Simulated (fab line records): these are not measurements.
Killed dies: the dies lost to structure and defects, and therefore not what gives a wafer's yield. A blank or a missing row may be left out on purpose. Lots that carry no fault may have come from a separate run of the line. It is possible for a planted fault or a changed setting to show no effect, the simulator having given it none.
Matching of chambers ; flow nandHarc ; NHARC_P_CONTACT_ETCH_35 on rieDiel-05 has 4 sister chambers
The step etches the open film in CF4, target depth 39 nm, time 65 s. 8 wafers are shown with their chamber, then 7 later ones without.

## WAFERS, EACH WITH ITS CHAMBER
wafer;chamber;showerheadPlenumPTorr (Torr);drypumpMotorCurrentA (A)
L079.2;3;1.73;5.3
L081.4;2;1.85;6.5
L081.6;1;1.69;5.9
L084.1;3;1.73;5.3
L084.2;1;1.69;5.9
L084.6;0;1.66;5.2
L089.1;2;1.84;6.6
L089.3;0;1.66;5.2

## WAFERS MISSING THEIR CHAMBER
wafer;showerheadPlenumPTorr (Torr);drypumpMotorCurrentA (A)
L089.6;1.84;6.5
L094.3;1.73;5.2
L094.5;1.73;5.3
L094.6;1.66;5.3
L096.2;1.84;6.5
L096.4;1.73;5.2
L096.6;1.84;6.6

## WHICH CHAMBER EACH ONE RAN IN
wafer;from the rows above;in truth
L089.6;2;2
L094.3;3;3
L094.5;3;3
L094.6;0;0
L096.2;2;2
L096.4;3;3
L096.6;2;2
7 of 7 placed correctly. Can't be placed from these rows: 0. 0 placed wrongly.
How it was worked out, from the rows above alone: a wafer's distance from a chamber is the root of the sum, over the readings, of the square of ((its reading less the chamber's mean) divided by the reading's scatter). The wafer belongs to the nearest chamber; if the next one is less than 2 further off, it can't be placed. A chamber's mean is the mean of its shown wafers. How the scatter is found: for the shown wafers, subtract from each reading the mean of its chamber, square and add these, divide the total by (wafers less chambers), then take the root.
